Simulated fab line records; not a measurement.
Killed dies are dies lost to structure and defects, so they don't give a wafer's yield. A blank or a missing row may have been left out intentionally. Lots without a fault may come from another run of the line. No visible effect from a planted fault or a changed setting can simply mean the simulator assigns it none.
Matching of chambers || flow nand harc || rie diel-02 running NHARC_A_CHANNEL_HOLE_D1_ETCH_38: 4 sister chambers
The step etches the open film in CF4, target depth 39 nm, time 65 s. 4 wafers are shown with their chamber, then 12 later ones without.

## WAFERS PAIRED WITH THEIR CHAMBERS
{"wafer": "L086.1", "chamber": 3, "drypump motor current A (A)": 5.4}
{"wafer": "L089.3", "chamber": 1, "drypump motor current A (A)": 6.1}
{"wafer": "L089.4", "chamber": 2, "drypump motor current A (A)": 6.0}
{"wafer": "L089.5", "chamber": 0, "drypump motor current A (A)": 5.2}

## WAFERS MISSING THEIR CHAMBER
{"wafer": "L091.1", "drypump motor current A (A)": 5.2}
{"wafer": "L091.3", "drypump motor current A (A)": 6.1}
{"wafer": "L091.4", "drypump motor current A (A)": 6.0}
{"wafer": "L092.1", "drypump motor current A (A)": 5.4}
{"wafer": "L092.2", "drypump motor current A (A)": 5.1}
{"wafer": "L092.5", "drypump motor current A (A)": 6.1}
{"wafer": "L095.1", "drypump motor current A (A)": 6.0}
{"wafer": "L095.2", "drypump motor current A (A)": 6.1}
{"wafer": "L095.4", "drypump motor current A (A)": 6.0}
{"wafer": "L096.1", "drypump motor current A (A)": 6.0}
{"wafer": "L096.3", "drypump motor current A (A)": 5.4}
{"wafer": "L096.4", "drypump motor current A (A)": 6.1}

## CHAMBER TAKEN BY EACH
{"wafer": "L091.1", "from the rows above": 0, "in truth": 0}
{"wafer": "L091.3", "from the rows above": 1, "in truth": 1}
{"wafer": "L091.4", "from the rows above": 2, "in truth": 2}
{"wafer": "L092.1", "from the rows above": 3, "in truth": 3}
{"wafer": "L092.2", "from the rows above": 0, "in truth": 0}
{"wafer": "L092.5", "from the rows above": 1, "in truth": 1}
{"wafer": "L095.1", "from the rows above": 2, "in truth": 2}
{"wafer": "L095.2", "from the rows above": 1, "in truth": 1}
{"wafer": "L095.4", "from the rows above": 2, "in truth": 2}
{"wafer": "L096.1", "from the rows above": 2, "in truth": 2}
{"wafer": "L096.3", "from the rows above": 3, "in truth": 3}
{"wafer": "L096.4", "from the rows above": 1, "in truth": 1}
Correctly placed: 12 of 12. From these rows, 0 cannot be placed. Placed wrongly: 0.
How it was worked out, from the rows above alone: a wafer's distance from a chamber is the root of the sum, over the readings, of the square of ((its reading less the chamber's mean) divided by the reading's scatter). If the next closest chamber is less than 2 further off than the closest, the wafer can't be placed; otherwise it belongs to the closest. A chamber's mean is the mean of its shown wafers. The scatter: with one shown wafer a chamber, the root of the mean of the squares of how far each hidden wafer lies from its nearest shown one.
